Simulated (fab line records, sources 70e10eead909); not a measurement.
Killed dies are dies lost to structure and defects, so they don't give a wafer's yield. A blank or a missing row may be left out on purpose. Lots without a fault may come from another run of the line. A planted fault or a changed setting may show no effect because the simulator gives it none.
fab line records | flow nand_harc
record lots=24 wafers=72 last_day=34
route steps=1302 shown A_CONTACT@1099 A_BLC@1126 A_M0@1147
lots that met no fault: from a run of the same line without faults
start_h: hours from the record's first day to the start of the lot's first wafer shown | wait_h: hours since the lot's step before | " the same as in the row above | L1.1+2: a row that stands for several wafers | - no value, or no start given | * or withheld: withheld | < > ~ a bound
route shown NAME@n: a module of which the file shows steps, and the number in the route of the first | usual: mean/standard deviation of fault-free wafers | same: alike in all rows | chamber/n: place in a boat | sites: the reading at each site | _std_site: their standard deviation | _edge_site: outer sites' mean less inner sites' | radius_mm: how far each site lies from the wafer's centre | mask NAME#n: copy n | behind: the tool/chamber that last shaped the wafer | hold: why the lot was held/for how many hours/how that ended | device: the transistor (n, p or np) that didn't switch | end of line: the same wafers' tests at the end of the route | a step without rows: its recipe alone | killed: dies lost to structure and defects at the first sort, not the wafer's yield | map: a wafer's dies, x killed, . not, _ none there
set.NAME: the setting as run; set.NAME@STEP: as run at that earlier step | model.NAME: the simulator's own value behind a step, which no gauge read
steps of the route over a sample of lots; a table a step, a row a wafer
services: from which hour (start_h, from the record's first day; less than 0 if before it) a tool's chamber was out of use, for how many hours, and why
## steps
# step NHARC_A_CONTACT_STRIP_26
# recipe o2_flow_sccm=500 ar_flow_sccm=0 bias_w=0 chemistry=O2
# usual drypump_motor_current_A=5.7/0.39 oes_product_au=1.002/0.012 rf_vpp_V=57.8/0.99 showerhead_plenum_p_Torr=3.58/0.2 throttle_valve_pct=17.036/0.0084
# columns lot.wafer tool chamber start_h wait_h drypump_motor_current_A oes_product_au rf_hours_counter_h rf_vpp_V showerhead_plenum_p_Torr throttle_valve_pct
L075.1 rie_diel-05 1 - - 6.2 1.009 20 58.7 3.80 17.038
L075.2 " 3 " " 5.4 1.011 20 58.1 3.45 17.045
L075.5 " 1 " " 6.2 0.990 - 58.0 3.80 17.041
L074.3 rie_diel-04 3 - - 6.2 1.008 52 58.4 3.34 17.030
L074.1 " 2 " " 5.6 0.997 54 56.3 3.28 17.046
L074.6 " 0 " " 5.7 1.028 - 57.9 3.71 17.028
L077.2 rie_diel-05 0 - - 6.0 1.002 25 57.5 3.79 17.043
L077.1 " 1 " " 6.2 1.005 24 58.8 3.79 17.055
L077.3 " 2 " " 5.2 1.014 22 56.0 3.31 17.019
L076.3 rie_diel-05 0 - - 6.0 1.002 26 58.7 3.79 17.034
L076.2 " 2 " " 5.2 1.006 22 57.6 3.30 17.031
L076.5 " 1 " " 6.2 0.999 - 57.8 3.79 17.034
L078.2 rie_diel-05 1 551.93 0.1 6.2 0.998 26 58.1 3.79 17.031
L078.4 " 1 " " 6.2 1.001 - 58.9 3.79 17.023
L078.6 " 3 " " 5.4 1.015 - 56.5 3.44 17.034
L079.3 rie_diel-05 3 - - 5.4 1.010 25 57.1 3.44 17.038
L079.5 " 0 " " 6.0 1.005 - 58.1 3.79 17.040
L079.6 " 1 " " 6.2 1.011 - 58.3 3.79 17.028
L080.3 rie_diel-04 3 - - 6.2 1.002 12 56.9 3.34 17.044
L080.1 " 0 " " 5.7 1.027 10 57.2 3.70 17.048
L080.6 " 2 " " 5.6 0.979 - 59.4 3.80 17.036
L083.3 rie_diel-05 3 - - 5.4 1.018 4 55.8 3.44 17.048
L083.4 " 0 " " 6.0 0.990 2 58.2 3.79 17.032
L083.1 " 1 " " 6.2 0.999 3 58.3 3.79 17.034
L082.2 rie_diel-04 1 - - 5.4 0.978 19 57.7 3.45 17.034
L082.4 " 2 " " 5.6 0.991 21 57.2 3.80 17.031
L082.6 " 3 " " 6.2 1.003 - 55.9 3.33 17.030
L081.2 rie_diel-05 3 - - 5.4 1.011 4 57.4 3.44 17.036
L081.4 " 0 " " 6.0 0.996 3 57.7 3.79 17.042
L081.5 " 0 " " 6.0 0.994 - 58.3 3.79 17.038
L084.3 rie_diel-05 3 - - 5.4 1.013 5 57.4 3.44 17.047
L084.5 " 2 " " 5.1 0.997 - 57.1 3.30 17.050
L084.6 " 3 " " 5.4 1.010 - 56.7 3.44 17.041
L086.1 rie_diel-05 3 - - 5.4 0.998 6 57.5 3.44 17.033
L086.5 " 0 " " 6.0 0.986 - 57.9 3.79 17.037
L086.6 " 1 " " 6.2 0.994 - 57.7 3.79 17.039
L085.1 rie_diel-05 1 - - 6.2 0.997 5 59.1 3.79 17.027
L085.6 " 2 " " 5.2 0.992 - 55.9 3.30 17.049
L085.5 " 3 " " 5.4 0.991 - 58.5 3.44 17.041
L087.1 rie_diel-04 3 - - 6.2 0.994 30 57.5 3.33 17.028
L087.3 " 0 " " 5.7 1.020 26 59.5 3.69 17.030
L087.6 " 0 " " 5.7 1.018 - 57.6 3.69 17.029
L089.3 rie_diel-05 1 - - 6.2 0.993 10 59.7 3.78 17.046
L089.6 " 0 " " 6.0 1.001 - 58.2 3.78 17.038
L089.5 " 1 " " 6.2 1.000 - 58.5 3.79 17.044
L088.4 rie_diel-13 3 - - 5.2 1.016 48 58.3 3.69 17.032
L088.6 " 2 " " 5.2 1.028 - 57.8 3.61 17.025
L088.5 " 3 " " 5.2 1.006 - 58.9 3.69 17.040
L091.3 rie_diel-13 0 - - 5.6 0.999 57 57.4 3.47 17.026
L091.5 " 1 " " 5.8 0.978 - 56.7 3.29 17.041
L091.6 " 2 " " 5.2 1.015 - 59.5 3.60 17.044
L090.2 rie_diel-05 3 - - 5.4 1.002 17 56.5 3.43 17.028
L090.3 " 1 " " 6.2 1.012 14 58.1 3.78 17.049
L090.4 " 2 " " 5.1 0.992 15 58.5 3.29 17.041
L092.3 rie_diel-13 0 - - 5.6 1.008 59 56.2 3.47 17.020
L092.6 " 2 " " 5.2 1.023 - 58.4 3.60 17.043
L092.5 " 3 " " 5.2 1.001 - 56.9 3.68 17.024
L093.1 rie_diel-05 0 - - 6.0 0.993 20 60.2 3.78 17.041
L093.3 " 1 " " 6.2 1.008 19 58.5 3.78 17.027
L093.6 " 3 " " 5.4 0.997 - 58.2 3.43 17.047
L094.4 rie_diel-05 2 - - 5.2 0.990 22 56.6 3.29 17.038
L094.2 " 0 " " 6.0 1.001 22 59.4 3.78 17.033
L094.6 " 2 " " 5.2 0.994 - 56.7 3.29 17.049
L095.2 rie_diel-05 0 - - 6.0 0.997 25 58.8 3.78 17.028
L095.3 " 3 " " 5.4 1.004 27 57.5 3.43 17.037
L095.5 " 1 " " 6.2 1.005 - 58.1 3.78 17.046
L096.3 rie_diel-13 3 - - 5.2 1.010 11 59.8 3.67 17.023
L096.2 " 0 " " 5.6 1.000 12 56.8 3.46 17.048
L096.1 " 1 " " 5.8 0.989 13 59.5 3.80 17.043
L097.2 rie_diel-05 0 - - 6.0 0.983 30 58.0 3.77 17.039
L097.4 " 1 " " 6.2 1.014 27 59.3 3.77 17.027
L097.6 " 0 " " 6.0 0.988 - 58.0 3.77 17.040
# step NHARC_A_BLC_STRIP_21
# recipe o2_flow_sccm=500 ar_flow_sccm=0 bias_w=0 chemistry=O2
# usual drypump_motor_current_A=5.6/0.39 oes_product_au=0.993/0.014 rf_vpp_V=57.6/0.87 showerhead_plenum_p_Torr=3.51/0.12 throttle_valve_pct=17.036/0.009
# columns lot.wafer tool chamber start_h wait_h drypump_motor_current_A oes_product_au rf_hours_counter_h rf_vpp_V showerhead_plenum_p_Torr throttle_valve_pct
L074.3 rie_diel-06 3 529.75 0.1 5.3 1.010 2 56.8 3.35 17.043
L074.1 " 0 " " 5.4 0.984 3 57.8 3.69 17.031
L074.6 " 2 " " 6.0 0.974 - 57.3 3.43 17.035
L075.2 rie_diel-06 0 530.26 0.1 5.4 0.987 3 58.5 3.69 17.041
L075.1 " 2 " " 6.0 0.975 3 57.1 3.43 17.048
L075.5 " 0 " " 5.3 0.981 - 57.9 3.69 17.034
L077.2 rie_diel-06 3 545.86 0.1 5.3 1.014 3 56.6 3.35 17.033
L077.1 " 1 " " 5.8 1.009 3 57.4 3.52 17.047
L077.3 " 2 " " 6.0 0.986 3 56.8 3.43 17.034
L076.2 rie_diel-06 1 547.68 0.1 5.8 1.013 3 58.8 3.52 17.054
L076.3 " 3 " " 5.3 1.013 3 57.7 3.35 17.036
L076.5 " 0 " " 5.4 0.998 - 58.4 3.69 17.029
L078.4 rie_diel-10 1 556.02 0.1 5.4 1.007 12 58.1 3.62 17.040
L078.2 " 2 " " 4.7 0.997 12 57.0 3.43 17.061
L078.6 " 1 " " 5.4 0.994 - 58.1 3.62 17.034
L079.3 rie_diel-10 2 573.47 0.1 4.7 0.992 14 57.2 3.43 17.029
L079.5 " 1 " " 5.5 0.996 - 57.3 3.62 17.029
L079.6 " 2 " " 4.7 0.980 - 56.0 3.43 17.026
L080.3 rie_diel-06 0 589.11 0.1 5.4 0.979 6 57.1 3.69 17.034
L080.1 " 1 " " 5.8 0.997 6 58.4 3.52 17.034
L080.6 " 0 " " 5.4 0.980 - 58.9 3.69 17.046
L083.4 rie_diel-06 2 603.87 0.1 6.0 0.976 7 57.5 3.43 17.052
L083.3 " 3 " " 5.3 0.999 7 57.5 3.35 17.018
L083.1 " 1 " " 5.8 0.996 6 59.0 3.52 17.024
L082.4 rie_diel-06 3 604.84 0.1 5.3 0.988 7 56.5 3.35 17.030
L082.2 " 0 " " 5.3 0.990 7 58.3 3.69 17.040
L082.6 " 3 " " 5.3 1.004 - 57.9 3.35 17.041
L081.2 rie_diel-09 2 605.45 0.1 6.2 0.978 34 58.4 3.61 17.034
L081.4 " 3 " " 5.4 1.026 35 57.1 3.41 17.032
L081.5 " 2 " " 6.2 0.985 - 55.4 3.61 17.029
L084.3 rie_diel-09 3 609.74 0.1 5.4 1.014 35 57.7 3.41 17.040
L084.5 " 3 " " 5.4 1.007 - 56.9 3.41 17.029
L084.6 " 0 " " 6.1 0.985 - 56.6 3.73 17.037
L086.1 rie_diel-06 2 628.08 0.1 6.1 0.986 9 57.7 3.43 17.038
L086.5 " 0 " " 5.3 0.984 - 57.3 3.69 17.038
L086.6 " 1 " " 5.8 1.003 - 57.9 3.52 17.034
L085.1 rie_diel-06 1 631.84 0.1 5.8 0.985 8 57.4 3.52 17.036
L085.6 " 1 " " 5.8 1.001 - 57.0 3.52 17.033
L085.5 " 2 " " 6.0 0.992 - 58.4 3.43 17.030
L087.1 rie_diel-10 0 641.49 0.1 5.8 1.000 3 58.5 3.68 17.030
L087.3 " 2 " " 4.7 0.978 3 57.8 3.43 17.029
L087.6 " 0 " " 5.8 0.997 - 57.7 3.68 17.048
L089.3 rie_diel-10 2 656.49 0.1 4.7 0.977 4 57.0 3.43 17.029
L089.6 " 0 " " 5.8 1.004 - 58.6 3.68 17.035
L089.5 " 1 " " 5.4 1.003 - 58.6 3.61 17.040
L088.4 rie_diel-09 1 665.09 1.1 5.9 0.993 48 57.9 3.37 17.063
L088.6 " 1 " " 5.9 0.991 - 56.8 3.37 17.032
L088.5 " 2 " " 6.3 0.980 - 57.7 3.60 17.022
L091.3 rie_diel-10 2 682.57 0.1 4.7 0.973 6 55.5 3.43 17.050
L091.5 " 2 " " 4.7 0.988 - 57.1 3.43 17.037
L091.6 " 3 " " 5.7 1.014 - 57.1 3.52 17.024
L090.4 rie_diel-10 3 683.76 0.1 5.7 1.000 6 58.3 3.52 17.022
L090.3 " 0 " " 5.8 0.993 7 57.3 3.67 17.037
L090.2 " 1 " " 5.5 1.006 7 57.5 3.61 17.033
L092.3 rie_diel-10 2 694.95 0.1 4.7 0.980 7 56.6 3.43 17.046
L092.5 " 2 " " 4.7 0.993 - 58.1 3.43 17.032
L092.6 " 3 " " 5.7 1.012 - 58.4 3.52 17.052
L093.1 rie_diel-06 1 708.68 0.1 5.8 0.996 2 58.4 3.51 17.029
L093.3 " 0 " " 5.3 0.989 1 58.2 3.69 17.025
L093.6 " 2 " " 6.1 0.976 - 56.8 3.42 17.046
L094.2 rie_diel-06 3 711.43 0.1 5.3 0.996 2 55.9 3.35 17.027
L094.4 " 1 " " 5.8 0.992 2 56.7 3.51 17.035
L094.6 " 3 " " 5.3 0.998 - 56.9 3.35 17.034
L095.3 rie_diel-06 3 730.85 0.1 5.3 0.988 4 58.5 3.34 17.040
L095.2 " 0 " " 5.4 0.973 3 58.9 3.68 17.038
L095.5 " 1 " " 5.8 0.988 - 57.3 3.51 17.038
L096.2 rie_diel-06 2 738.64 0.1 6.0 0.975 5 57.4 3.42 17.033
L096.1 " 3 " " 5.3 0.980 5 57.4 3.34 17.046
L096.3 " 0 " " 5.3 0.982 4 57.7 3.68 17.035
L097.2 rie_diel-06 2 761.09 0.1 6.0 0.964 5 57.2 3.42 17.034
L097.4 " 3 " " 5.3 0.985 5 58.6 3.34 17.044
L097.6 " 2 " " 6.0 0.957 - 55.7 3.42 17.040
# step NHARC_A_BLC_CVD_24
# recipe target_thk_a=1500 temp_c=300 pressure_torr=40 wf6_flow_sccm=40 h2_flow_sccm=1600 ar_flow_sccm=1560 time_s=434 material=W
# usual heater_power_w=497/22 throttle_valve_pct=7.82/0.29
# columns lot.wafer tool chamber start_h wait_h heater_power_w throttle_valve_pct
L074.1 cvd_w-02 0 - - 478 7.88
L074.3 " 0 " " 469 8.01
L074.6 " 1 " " 491 7.44
L075.1 cvd_w-02 1 - - 494 7.51
L075.2 " 0 " " 470 7.84
L075.5 " 0 " " 474 7.87
L077.1 cvd_w-01 0 - - 508 7.69
L077.2 " 0 " " 497 7.83
L077.3 " 0 " " 499 7.65
L076.2 cvd_w-02 0 - - 475 7.69
L076.3 " 1 " " 505 7.65
L076.5 " 0 " " 483 7.87
L078.2 cvd_w-02 1 - - 501 7.69
L078.4 " 0 " " 474 7.75
L078.6 " 1 " " 487 7.81
L079.3 cvd_w-01 0 - - 535 7.80
L079.5 " 0 " " 508 7.80
L079.6 " 0 " " 518 7.58
L080.1 cvd_w-02 0 - - 473 7.88
L080.3 " 1 " " 490 7.69
L080.6 " 1 " " 497 7.46
L083.1 cvd_w-02 0 - - 475 7.99
L083.3 " 0 " " 467 7.74
L083.4 " 1 " " 496 7.75
L082.2 cvd_w-01 1 - - 529 8.65
L082.4 " 1 " " 515 8.53
L082.6 " 1 " " 514 8.38
L081.2 cvd_w-02 1 - - 498 7.70
L081.4 " 1 " " 494 7.61
L081.5 " 0 " " 473 7.98
L084.3 cvd_w-02 0 - - 483 8.32
L084.6 " 0 " " 469 7.69
L084.5 " 1 " " 501 7.80
L086.1 cvd_w-01 0 - - 530 7.76
L086.5 " 0 " " 525 7.66
L086.6 " 1 " " 515 8.33
L085.1 cvd_w-01 0 - - 551 7.89
L085.5 " 0 " " 534 7.81
L085.6 " 1 " " 514 8.42
L087.1 cvd_w-01 0 - - 550 7.63
L087.3 " 1 " " 514 8.42
L087.6 " 0 " " 546 8.00
L089.3 cvd_w-01 0 - - 525 7.77
L089.5 " 0 " " 531 7.80
L089.6 " 1 " " 507 8.45
L088.4 cvd_w-02 1 - - 485 7.57
L088.6 " 1 " " 479 7.68
L088.5 " 0 " " 491 7.52
L091.3 cvd_w-01 0 - - 531 7.76
L091.6 " 1 " " 523 8.54
L091.5 " 0 " " 535 7.78
L090.2 cvd_w-02 1 - - 462 7.58
L090.4 " 0 " " 497 7.81
L090.3 " 1 " " 478 7.44
L092.3 cvd_w-02 0 - - 488 7.88
L092.5 " 1 " " 485 7.46
L092.6 " 0 " " 505 7.81
L093.1 cvd_w-02 0 - - 505 7.72
L093.3 " 1 " " 467 7.88
L093.6 " 1 " " 475 7.56
L094.2 cvd_w-02 1 - - 482 7.73
L094.4 " 0 " " 498 7.73
L094.6 " 0 " " 487 7.81
L095.2 cvd_w-02 1 - - 466 7.56
L095.3 " 1 " " 469 7.48
L095.5 " 0 " " 481 7.67
L096.2 cvd_w-02 1 - - 476 7.53
L096.1 " 0 " " 485 7.65
L096.3 " 1 " " 478 7.53
L097.2 cvd_w-02 0 - - 486 7.85
L097.4 " 1 " " 469 8.13
L097.6 " 0 " " 503 7.87
# step NHARC_A_M0_CD_MEAS_09
# recipe target_cd_nm=80 landing_energy_ev=500
# usual cd_nm=80.2/0.66
# columns lot.wafer tool chamber start_h wait_h cd_nm
L074.1 cd_sem-01 0 532.46 - 80.1
L074.3 " 0 " " 81.3
L074.6 " 0 " " 81.3
L075.1 cd_sem-01 0 532.94 - 80.9
L075.2 " 0 " " 79.6
L075.5 " 0 " " 81.4
L077.1 cd_sem-02 0 549.06 - 81.0
L077.2 " 0 " " 79.8
L077.3 " 0 " " 78.7
L076.2 cd_sem-02 0 550.25 - 80.4
L076.3 " 0 " " 80.0
L076.5 " 0 " " 81.0
L078.2 cd_sem-03 0 558.58 - 81.2
L078.4 " 0 " " 80.4
L078.6 " 0 " " 80.5
L079.3 cd_sem-01 0 576.59 - 80.0
L079.5 " 0 " " 79.4
L079.6 " 0 " " 80.5
L080.1 cd_sem-02 0 591.83 - 81.2
L080.3 " 0 " " 79.5
L080.6 " 0 " " 81.2
L083.1 cd_sem-01 0 606.78 - 80.3
L083.3 " 0 " " 80.0
L083.4 " 0 " " 80.0
L082.2 cd_sem-03 0 607.53 - 80.8
L082.4 " 0 " " 81.5
L082.6 " 0 " " 81.4
L081.2 cd_sem-03 0 608.12 - 80.5
L081.4 " 0 " " 81.3
L081.5 " 0 " " 80.0
L084.3 cd_sem-03 0 612.44 - 80.3
L084.5 " 0 " " 79.8
L084.6 " 0 " " 79.9
L086.1 cd_sem-03 0 630.63 - 80.2
L086.5 " 0 " " 79.6
L086.6 " 0 " " 79.6
L085.1 cd_sem-03 0 634.41 - 79.6
L085.5 " 0 " " 80.5
L085.6 " 0 " " 79.0
L087.1 cd_sem-01 0 644.23 - 80.2
L087.3 " 0 " " 80.7
L087.6 " 0 " " 81.6
L089.3 cd_sem-01 0 659.21 - 79.8
L089.5 " 0 " " 80.8
L089.6 " 0 " " 80.4
L088.4 cd_sem-03 0 667.79 - 80.2
L088.5 " 0 " " 79.1
L088.6 " 0 " " 80.1
L091.3 cd_sem-01 0 685.14 - 80.8
L091.5 " 0 " " 80.7
L091.6 " 0 " " 79.5
L090.2 cd_sem-03 0 686.48 - 80.1
L090.3 " 0 " " 81.1
L090.4 " 0 " " 79.6
L092.3 cd_sem-01 0 697.53 - 80.2
L092.5 " 0 " " 79.0
L092.6 " 0 " " 79.4
L093.1 cd_sem-03 0 711.55 - 79.4
L093.3 " 0 " " 79.9
L093.6 " 0 " " 78.7
L094.2 cd_sem-02 0 714.10 - 80.7
L094.4 " 0 " " 80.5
L094.6 " 0 " " 80.7
L095.2 cd_sem-02 0 733.63 - 79.6
L095.3 " 0 " " 79.8
L095.5 " 0 " " 80.2
L096.1 cd_sem-01 0 741.96 - 78.8
L096.2 " 0 " " 79.8
L096.3 " 0 " " 79.5
L097.2 cd_sem-02 0 763.77 - 81.1
L097.4 " 0 " " 80.3
L097.6 " 0 " " 80.7
# step NHARC_A_M0_ETCH_34
# recipe target_depth_a=400 overetch_a=120 time_s=43.94 ion_energy_ev=200 n2_flow_sccm=150 h2_flow_sccm=150 ar_flow_sccm=0 rf_w=400 bias_w=150 chemistry=N2/H2
# usual drypump_motor_current_A=5.8/0.39 oes_product_au=1.000/0.014 rf_vpp_V=431.1/2.8 showerhead_plenum_p_Torr=2.06/0.094 throttle_valve_pct=14.170/0.0092
# columns lot.wafer tool chamber start_h wait_h drypump_motor_current_A oes_product_au rf_hours_counter_h rf_vpp_V showerhead_plenum_p_Torr throttle_valve_pct
L074.1 rie_diel-02 3 532.75 0.1 5.9 1.000 5.4 424.9 1.89 14.171
L074.3 " 0 " " 5.7 0.990 7.5 427.3 1.93 14.151
L074.6 " 2 " " 5.6 0.997 - 430.8 2.13 14.169
L075.1 rie_diel-01 2 533.22 0.1 5.5 0.984 5.6 430.5 2.05 14.166
L075.2 " 0 " " 5.8 0.997 7.6 434.1 2.17 14.188
L075.5 " 2 " " 5.5 0.990 - 432.6 2.05 14.158
L077.1 rie_diel-11 2 549.33 0.1 6.3 1.004 5.3 431.6 2.06 14.153
L077.2 " 0 " " 5.1 0.993 5.2 432.6 2.11 14.174
L077.3 " 1 " " 5.5 0.961 5.3 427.6 1.96 14.188
L076.3 rie_diel-11 2 550.53 0.1 6.2 0.998 5.4 431.5 2.06 14.173
L076.2 " 1 " " 5.5 0.970 5.3 428.2 1.96 14.168
L076.5 " 3 " " 6.3 1.019 - 434.7 2.20 14.180
L078.2 rie_diel-02 2 558.87 0.1 5.6 1.000 9.5 432.8 2.13 14.175
L078.4 " 3 " " 5.9 1.008 6.9 425.2 1.89 14.174
L078.6 " 1 " " 5.4 1.029 - 426.6 1.91 14.172
L079.3 rie_diel-11 3 576.87 0.1 6.3 1.024 6.5 436.2 2.20 14.189
L079.5 " 0 " " 5.1 1.000 - 431.9 2.10 14.161
L079.6 " 1 " " 5.5 0.987 - 428.2 1.96 14.176
L080.3 rie_diel-11 2 592.11 0.1 6.3 1.006 6.9 432.2 2.06 14.157
L080.1 " 0 " " 5.1 0.999 6.6 432.0 2.10 14.172
L080.6 " 2 " " 6.2 0.999 - 431.1 2.06 14.180
L083.1 rie_diel-01 2 607.05 0.1 5.5 0.993 2.8 430.4 2.05 14.181
L083.4 " 3 " " 5.8 1.008 2.5 431.8 2.09 14.170
L083.3 " 1 " " 6.4 1.017 2.4 431.8 2.09 14.169
L082.4 rie_diel-11 0 607.81 0.1 5.1 0.988 7.7 432.5 2.10 14.169
L082.2 " 1 " " 5.4 0.975 8.2 428.6 1.96 14.170
L082.6 " 2 " " 6.3 0.999 - 429.6 2.06 14.172
L081.4 rie_diel-02 2 608.39 0.1 5.6 0.993 0.3 432.9 2.13 14.175
L081.2 " 1 " " 5.4 1.027 0.3 427.5 1.91 14.152
L081.5 " 3 " " 5.9 0.992 - 426.7 1.89 14.183
L084.3 rie_diel-01 0 612.72 0.1 5.8 0.998 2.3 435.0 2.17 14.147
L084.5 " 2 " " 5.5 0.992 - 430.8 2.05 14.177
L084.6 " 3 " " 5.8 0.994 - 431.1 2.09 14.180
L086.1 rie_diel-01 2 630.92 0.1 5.5 0.978 3.7 430.6 2.05 14.171
L086.6 " 0 " " 5.8 0.976 - 434.6 2.17 14.146
L086.5 " 1 " " 6.4 1.010 - 432.4 2.09 14.165
L085.1 rie_diel-11 1 634.68 0.1 5.5 1.010 0.4 427.1 1.96 14.168
L085.6 " 1 " " 5.5 1.006 - 428.5 1.96 14.168
L085.5 " 2 " " 6.2 1.008 - 430.1 2.06 14.185
L087.3 rie_diel-02 2 644.52 0.1 5.7 0.986 2.6 431.7 2.13 14.167
L087.1 " 3 " " 5.9 0.986 2.9 425.6 1.89 14.177
L087.6 " 0 " " 5.7 0.976 - 425.7 1.93 14.168
L089.3 rie_diel-01 2 659.48 0.1 5.5 0.991 4.8 431.2 2.05 14.164
L089.6 " 2 " " 5.5 0.986 - 429.4 2.05 14.178
L089.5 " 3 " " 5.8 1.006 - 433.6 2.09 14.172
L088.4 rie_diel-02 0 668.06 0.1 5.7 1.003 4.7 427.2 1.93 14.170
L088.6 " 0 " " 5.7 0.984 - 427.5 1.93 14.172
L088.5 " 1 " " 5.4 1.034 - 427.1 1.91 14.189
L091.3 rie_diel-01 0 685.41 0.1 5.8 0.992 5.3 434.0 2.17 14.159
L091.6 " 2 " " 5.5 0.990 - 430.8 2.05 14.167
L091.5 " 3 " " 5.8 1.001 - 431.0 2.09 14.173
L090.4 rie_diel-11 3 686.75 0.1 6.3 1.009 3.2 434.4 2.20 14.177
L090.3 " 0 " " 5.1 0.997 3.4 433.3 2.10 14.171
L090.2 " 2 " " 6.2 0.997 3.4 432.3 2.06 14.160
L092.3 rie_diel-11 2 697.81 0.1 6.3 1.002 3.7 431.4 2.06 14.192
L092.6 " 3 " " 6.3 1.019 - 436.8 2.20 14.188
L092.5 " 0 " " 5.1 1.001 - 432.3 2.10 14.168
L093.1 rie_diel-01 0 711.83 0.1 5.8 0.986 7.2 433.3 2.17 14.174
L093.3 " 1 " " 6.3 1.013 6.9 432.0 2.09 14.167
L093.6 " 0 " " 5.8 1.003 - 434.4 2.17 14.166
L094.2 rie_diel-02 3 714.39 0.1 5.9 0.993 7.6 425.6 1.89 14.169
L094.4 " 3 " " 5.9 0.996 - 425.8 1.89 14.173
L094.6 " 0 " " 5.7 0.986 - 426.8 1.93 14.175
L095.2 rie_diel-01 3 733.90 0.1 5.8 0.994 7.9 431.4 2.09 14.167
L095.3 " 2 " " 5.5 1.008 8.5 431.0 2.05 14.180
L095.5 " 0 " " 5.8 0.992 - 434.6 2.17 14.164
L096.2 rie_diel-11 1 742.23 0.1 5.5 1.005 6.5 427.7 1.95 14.169
L096.3 " 2 " " 6.3 1.004 6.4 431.5 2.05 14.169
L096.1 " 3 " " 6.3 1.027 5.8 434.1 2.20 14.158
L097.4 rie_diel-11 0 764.05 0.1 5.1 0.990 7.0 432.5 2.10 14.181
L097.2 " 2 " " 6.3 1.010 7.7 431.1 2.05 14.172
L097.6 " 0 " " 5.1 0.992 - 431.9 2.10 14.171
# step NHARC_A_M0_ANNEAL_30
# recipe temp_c=225 time_s=90
# usual anneal_temp_c_max=226.4/0.3 wafer_temp_C_max=225.66/0.26
# columns lot.wafer tool chamber start_h wait_h anneal_temp_c_max wafer_temp_C_max
L074.1 rtp_anneal-02 0 534.30 - 226.4 225.99
L074.3 " 0 " " 226.6 225.64
L074.6 " 0 " " 226.3 226.13
L075.1 rtp_anneal-01 0 534.78 - 226.0 225.43
L075.2 " 0 " " 225.6 225.71
L075.5 " 0 " " 225.6 225.62
L077.1 rtp_anneal-01 0 550.89 - 226.4 225.53
L077.2 " 0 " " 226.2 225.28
L077.3 " 0 " " 226.6 225.65
L076.2 rtp_anneal-02 0 552.24 - 227.1 225.76
L076.3 " 0 " " 226.6 225.87
L076.5 " 0 " " 226.5 225.66
L078.2 rtp_anneal-01 0 560.49 - 226.4 225.47
L078.4 " 0 " " 225.9 225.19
L078.6 " 0 " " 226.4 225.27
L079.3 rtp_anneal-02 0 578.53 - 226.3 225.59
L079.5 " 0 " " 226.4 225.82
L079.6 " 0 " " 226.5 225.68
L080.1 rtp_anneal-02 0 593.69 0.3 226.7 225.74
L080.3 " 0 " " 226.7 225.49
L080.6 " 0 " " 226.8 225.67
L083.1 rtp_anneal-01 0 608.87 0.3 226.1 225.27
L083.3 " 0 " " 226.4 225.66
L083.4 " 0 " " 226.3 225.56
L082.2 rtp_anneal-01 0 609.60 0.5 226.6 225.64
L082.4 " 0 " " 226.2 225.55
L082.6 " 0 " " 226.7 225.68
L081.2 rtp_anneal-01 0 610.04 - 226.1 225.52
L081.4 " 0 " " 226.3 225.43
L081.5 " 0 " " 225.9 225.31
L084.3 rtp_anneal-01 0 614.38 - 226.2 225.53
L084.5 " 0 " " 226.3 225.41
L084.6 " 0 " " 226.6 225.62
L086.1 rtp_anneal-02 0 632.49 - 226.7 226.16
L086.5 " 0 " " 226.5 226.06
L086.6 " 0 " " 226.9 225.68
L085.1 rtp_anneal-02 0 636.34 0.3 226.5 225.68
L085.5 " 0 " " 226.5 225.92
L085.6 " 0 " " 226.6 225.87
L087.1 rtp_anneal-02 0 646.12 - 226.5 226.13
L087.3 " 0 " " 226.4 225.77
L087.6 " 0 " " 226.9 225.90
L089.3 rtp_anneal-01 0 661.16 0.3 226.3 225.31
L089.5 " 0 " " 226.1 225.65
L089.6 " 0 " " 226.4 225.62
L088.4 rtp_anneal-01 0 669.88 0.3 226.4 225.57
L088.5 " 0 " " 226.5 225.69
L088.6 " 0 " " 226.4 225.47
L091.3 rtp_anneal-02 0 687.23 0.4 226.6 226.20
L091.5 " 0 " " 226.4 225.97
L091.6 " 0 " " 226.7 225.91
L090.2 rtp_anneal-01 0 688.42 - 226.3 225.68
L090.3 " 0 " " 226.0 225.77
L090.4 " 0 " " 225.9 225.70
L092.3 rtp_anneal-01 0 699.47 0.3 226.5 225.48
L092.5 " 0 " " 226.4 225.32
L092.6 " 0 " " 226.2 225.27
L093.1 rtp_anneal-01 0 713.39 - 226.1 225.89
L093.3 " 0 " " 226.5 225.61
L093.6 " 0 " " 226.1 225.62
L094.2 rtp_anneal-02 0 716.05 - 226.5 226.14
L094.4 " 0 " " 226.2 226.21
L094.6 " 0 " " 226.7 226.18
L095.2 rtp_anneal-01 0 735.52 0.3 225.8 225.29
L095.3 " 0 " " 226.5 225.40
L095.5 " 0 " " 226.0 225.61
L096.1 rtp_anneal-01 0 743.83 0.3 226.6 225.64
L096.2 " 0 " " 226.5 225.64
L096.3 " 0 " " 226.5 225.55
L097.2 rtp_anneal-02 0 765.67 0.4 227.0 225.87
L097.4 " 0 " " 226.5 225.67
L097.6 " 0 " " 226.7 225.70
## services
# columns tool chamber start_h hours kind
cvd_w-01 - 502.83 0.7 repair
rie_diel-06 3 506.06 10.2 repair
cvd_w-01 1 524.78 52.2 repair
rie_diel-05 3 527.51 9.3 repair
rie_diel-01 2 527.84 4.8 repair
rie_diel-05 2 531.77 4.5 repair
cvd_w-02 1 534.01 6.0 repair
rie_diel-06 0 542.83 3.4 repair
cvd_w-01 - 547.66 13.0 pm
rie_diel-11 0 550.18 3.1 repair
rie_diel-05 2 551.06 3.3 repair
rie_diel-05 0 551.64 4.9 repair
rie_diel-01 - 557.80 9.0 pm
rie_diel-05 - 584.45 9.0 pm
rie_diel-01 3 598.30 6.0 repair
rie_diel-11 - 609.50 9.0 pm
cvd_w-02 - 631.00 13.0 pm
rie_diel-06 0 644.54 3.6 repair
rie_diel-06 2 651.90 5.8 repair
rie_diel-06 - 661.67 9.0 pm
rie_diel-01 0 662.24 17.4 repair
rtp_anneal-02 - 744.00 12.0 pm
rie_diel-05 - 752.03 0.5 repair
rie_diel-05 - 761.47 9.0 pm
## key
fault none
